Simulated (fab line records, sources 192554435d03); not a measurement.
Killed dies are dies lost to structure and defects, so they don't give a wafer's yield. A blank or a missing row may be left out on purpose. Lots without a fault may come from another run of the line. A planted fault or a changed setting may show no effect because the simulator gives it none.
fab line records | flow n5_finfet | part 2 of 2: steps 24 to 32 of 32
record lots=5 wafers=15 last_day=16
route steps=1938 shown BEOL_M0@721 BEOL_M1@751
lots that met no fault: from a run of the same line without faults
start_h: hours from the record's first day to the start of the lot's first wafer shown | wait_h: hours since the lot's step before | " the same as in the row above | L1.1+2: a row that stands for several wafers | - no value, or no start given | * or withheld: withheld | < > ~ a bound
route shown NAME@n: a module of which the file shows steps, and the number in the route of the first | usual: mean/standard deviation of fault-free wafers | same: alike in all rows | chamber/n: place in a boat | sites: the reading at each site | _std_site: their standard deviation | _edge_site: outer sites' mean less inner sites' | radius_mm: how far each site lies from the wafer's centre | mask NAME#n: copy n | behind: the tool/chamber that last shaped the wafer | hold: why the lot was held/for how many hours/how that ended | device: the transistor (n, p or np) that didn't switch | end of line: the same wafers' tests at the end of the route | a step without rows: its recipe alone | killed: dies lost to structure and defects at the first sort, not the wafer's yield | map: a wafer's dies, x killed, . not, _ none there
set.NAME: the setting as run; set.NAME@STEP: as run at that earlier step | model.NAME: the simulator's own value behind a step, which no gauge read
lots at some steps of the route; a table a step, a row a wafer
services: from which hour (start_h, from the record's first day; less than 0 if before it) a tool's chamber was out of use, for how many hours, and why
## steps
# step N5_BEOL_M0_PRE_CLEAN_131
# recipe gas=NH3/H2 time_s=15 temp_c=* rf_power_w=300
# usual heater_power_w=89/13
# columns lot.wafer tool chamber start_h wait_h heater_power_w
L080.2 cvd_co-01 1 158.93 0.0 81
L080.3 " 0 " " 71
L080.6 " 2 " " 110
L081.1 cvd_co-01 0 166.35 0.0 70
L081.2 " 2 " " 108
L081.4 " 2 " " 106
L083.1 cvd_co-01 1 180.46 0.0 81
L083.3 " 2 " " 106
L083.4 " 0 " " 70
L085.4 cvd_co-01 1 188.13 0.1 83
L085.5 " 2 " " 108
L085.6 " 0 " " 70
L088.1 cvd_co-02 1 204.76 0.0 97
L088.3 " 0 " " 93
L088.5 " 1 " " 98
# step N5_BEOL_M0_CO_CAP_123
# recipe material=Co target_thk_a=20 temp_c=200 precursor=CCTBA/H2 pressure_torr=30 time_s=102.1
# usual heater_power_w=241/17
# columns lot.wafer tool chamber start_h wait_h heater_power_w
L080.2 cvd_co-01 1 158.97 0.0 232
L080.3 " 0 " " 219
L080.6 " 2 " " 261
L081.1 cvd_co-01 0 166.39 0.0 218
L081.2 " 2 " " 264
L081.4 " 2 " " 260
L083.1 cvd_co-01 1 180.50 0.0 226
L083.3 " 2 " " 267
L083.4 " 0 " " 214
L085.4 cvd_co-01 1 188.19 0.0 231
L085.5 " 2 " " 261
L085.6 " 0 " " 218
L088.1 cvd_co-02 1 204.80 0.0 254
L088.3 " 0 " " 241
L088.5 " 1 " " 251
# step N5_BEOL_M0_PRE_CLEAN_124
# recipe gas=NH3 time_s=15 temp_c=withheld rf_power_w=300
# columns lot.wafer tool chamber start_h wait_h
L080.2+3+6 pecvd-03 2,1,0 159.06 0.1
L081.1+2+4 pecvd-04 2,1,0 166.48 0.1
L083.1+3+4 pecvd-04 2,1,1 180.59 0.1
L085.4+5+6 pecvd-03 2,1,0 188.26 0.0
L088.1+3+5 pecvd-01 2,0,2 204.89 0.1
# step N5_BEOL_M0_DEP_125
# recipe material=SiCN target_thk_a=80 temp_c=withheld precursor=3MS/NH3 pressure_torr=3 rf_w=202 time_s=14
# usual showerhead_plenum_p_Torr=3.669/0.01 throttle_valve_pct=8.9/0.6
# columns lot.wafer tool chamber start_h wait_h showerhead_plenum_p_Torr throttle_valve_pct
L080.2 pecvd-03 2 159.08 0.0 3.667 8.2
L080.3 " 1 " " 3.694 9.0
L080.6 " 0 " " 3.678 8.3
L081.1 pecvd-04 2 166.50 0.0 3.673 8.4
L081.2 " 1 " " 3.673 8.4
L081.4 " 0 " " 3.657 9.7
L083.1 pecvd-04 2 180.61 0.0 3.661 8.5
L083.3 " 1 " " 3.677 8.7
L083.4 " 1 " " 3.665 8.7
L085.4 pecvd-03 2 188.29 0.0 3.665 8.0
L085.5 " 1 " " 3.684 9.1
L085.6 " 0 " " 3.674 8.5
L088.1 pecvd-01 2 204.91 0.0 3.671 9.1
L088.3 " 0 " " 3.662 10.0
L088.5 " 2 " " 3.670 8.5
# step N5_BEOL_M0_RS_MEAS_126
# recipe thk_meas_gauge=four-point-probe reads=Co_of_BEOL_M0_CO_CAP_123+Cu_of_BEOL_M0_ECD_118+Co_of_BEOL_M0_CVD_115+TaN_of_BEOL_M0_ALD_136
# usual M0_RS=0.531/0.017
# columns lot.wafer tool chamber start_h wait_h M0_RS[ohm/sq]
L080.2 film_metro-01 - 159.15 0.1 0.513
L080.3 " - " " 0.498
L080.6 " - " " 0.494
L081.1 film_metro-02 - 166.57 0.0 0.561
L081.2 " - " " 0.541
L081.4 " - " " 0.534
L083.1 film_metro-02 - 180.68 0.0 0.528
L083.3 " - " " 0.523
L083.4 " - " " 0.514
L085.4 film_metro-01 - 188.34 0.0 0.526
L085.5 " - " " 0.518
L085.6 " - " " 0.515
L088.1 film_metro-01 - 204.98 0.0 0.525
L088.3 " - " " 0.542
L088.5 " - " " 0.531
# step N5_BEOL_M0_INSPECT_127
# recipe inspect_instrument=darkfield mode=post_dep
# usual raw_defect_count=74/24
# columns lot.wafer tool chamber start_h wait_h raw_defect_count
L080.2 defect_inspect-01 - 159.18 0.0 47
L080.3 " - " " 42
L080.6 " - " " 93
L081.1 defect_inspect-01 - 166.60 0.0 93
L081.2 " - " " 55
L081.4 " - " " 88
L083.1 defect_inspect-02 - 180.71 0.0 72
L083.3 " - " " 51
L083.4 " - " " 62
L085.4 defect_inspect-01 - 188.36 0.0 61
L085.5 " - " " 58
L085.6 " - " " 90
L088.1 defect_inspect-02 - 205.01 0.0 98
L088.3 " - " " 96
L088.5 " - " " 118
# step N5_BEOL_M1_ILD_DEP_00
# recipe material=SiOC target_thk_a=790 temp_c=350 precursor=DEMS/O2 pressure_torr=5 rf_w=500 time_s=15.3
# usual heater_power_w=494/62 showerhead_plenum_p_Torr=5.691/0.015 throttle_valve_pct=11.9/0.57
# columns lot.wafer tool chamber start_h wait_h heater_power_w showerhead_plenum_p_Torr throttle_valve_pct
L080.2 pecvd-01 1 159.21 0.0 391 5.671 11.7
L080.3 " 0 " " 489 5.683 13.2
L080.6 " 1 " " 395 5.679 11.5
L081.1 pecvd-03 2 166.63 0.0 480 5.691 10.4
L081.2 " 0 " " 468 5.691 11.6
L081.4 " 1 " " 570 5.708 11.7
L083.1 pecvd-02 2 180.74 0.0 516 5.670 12.0
L083.3 " 1 " " 598 5.694 12.0
L083.4 " 1 " " 622 5.707 12.2
L085.4 pecvd-02 0 188.42 0.1 423 5.693 12.1
L085.5 " 1 " " 534 5.705 12.5
L085.6 " 2 " " 557 5.660 12.0
L088.1 pecvd-03 0 205.04 0.0 435 5.711 11.5
L088.3 " 2 " " 390 5.701 10.8
L088.5 " 0 " " 439 5.700 11.5
# step N5_BEOL_M1_THK_MEAS_01
# recipe reads=SiOC_of_BEOL_M1_ILD_DEP_00
# usual M1_ILD_THK=79.3/1
# columns lot.wafer tool chamber start_h wait_h M1_ILD_THK[nm]
L080.2 film_metro-02 - 159.28 0.1 78.5
L080.3 " - " " 78.6
L080.6 " - " " 79.9
L081.1 film_metro-02 - 166.70 0.0 78.8
L081.2 " - " " 78.6
L081.4 " - " " 81.2
L083.1 film_metro-02 - 180.81 0.0 78.8
L083.3 " - " " 78.5
L083.4 " - " " 79.6
L085.4 film_metro-01 - 188.47 0.0 79.1
L085.5 " - " " 79.9
L085.6 " - " " 79.6
L088.1 film_metro-01 - 205.11 0.0 79.0
L088.3 " - " " 78.0
L088.5 " - " " 79.2
# step N5_BEOL_M1_PECVD_72
# recipe material=SiO2 target_thk_a=160 temp_c=400 precursor=TEOS/O2 pressure_torr=5.5 rf_w=450 teos_flow_sccm=53.8 gas=O2 flow_sccm=3000 time_s=18
# usual heater_power_w=725/89 showerhead_plenum_p_Torr=8.77/0.063 throttle_valve_pct=22.2/1.1
# columns lot.wafer tool chamber start_h wait_h heater_power_w showerhead_plenum_p_Torr throttle_valve_pct
L080.2 pecvd-01 0 159.32 0.0 700 8.73 24.1
L080.3 " 2 " " 606 8.81 21.7
L080.6 " 0 " " 702 8.75 24.1
L081.1 pecvd-02 2 166.74 0.0 802 8.65 22.7
L081.2 " 0 " " 632 8.78 22.4
L081.4 " 2 " " 810 8.67 22.6
L083.1 pecvd-02 2 180.85 0.0 889 8.69 22.5
L083.3 " 1 " " 814 8.79 23.0
L083.4 " 0 " " 594 8.77 22.3
L085.4 pecvd-01 2 188.52 0.1 618 8.83 21.8
L085.5 " 0 " " 752 8.74 24.0
L085.6 " 1 " " 619 8.71 22.1
L088.1 pecvd-01 2 205.15 0.0 747 8.84 21.8
L088.3 " 0 " " 814 8.73 24.1
L088.5 " 1 " " 623 8.72 21.8
## services
# columns tool chamber start_h hours kind
rie_diel-05 0 141.50 9.7 repair
cvd_co-01 0 141.91 7.2 repair
pvd_sputter-01 - 141.96 1.9 repair
cmp-03 - 145.48 0.9 repair
ald_metal-04 1 147.14 3.4 repair
ald_metal-04 0 151.62 19.0 repair
pecvd-01 2 153.56 4.9 repair
pecvd-02 - 153.91 0.3 repair
pecvd-01 1 155.27 2.1 scheduled_down
rtp_anneal-01 - 155.38 7.1 pm
rie_diel-05 1 163.92 15.8 repair
rtp_anneal-01 - 165.69 1.1 repair
cmp-02 - 183.81 2.2 repair
rie_diel-05 1 184.07 - clean
rie_diel-05 1 184.07 - consumable_replace:focus_ring
rie_diel-05 1 184.07 21.9 scheduled_down
rie_diel-05 1 184.07 21.9 vent_cycle
wet_bench-03 - 187.30 4.1 repair
pecvd-03 1 194.71 2.1 scheduled_down
ald_metal-04 - 199.22 1.0 repair
pecvd-02 2 202.40 - clean
pecvd-02 2 202.40 - consumable_replace:showerhead
pecvd-02 2 202.40 29.0 scheduled_down
pecvd-02 2 202.40 29.0 vent_cycle
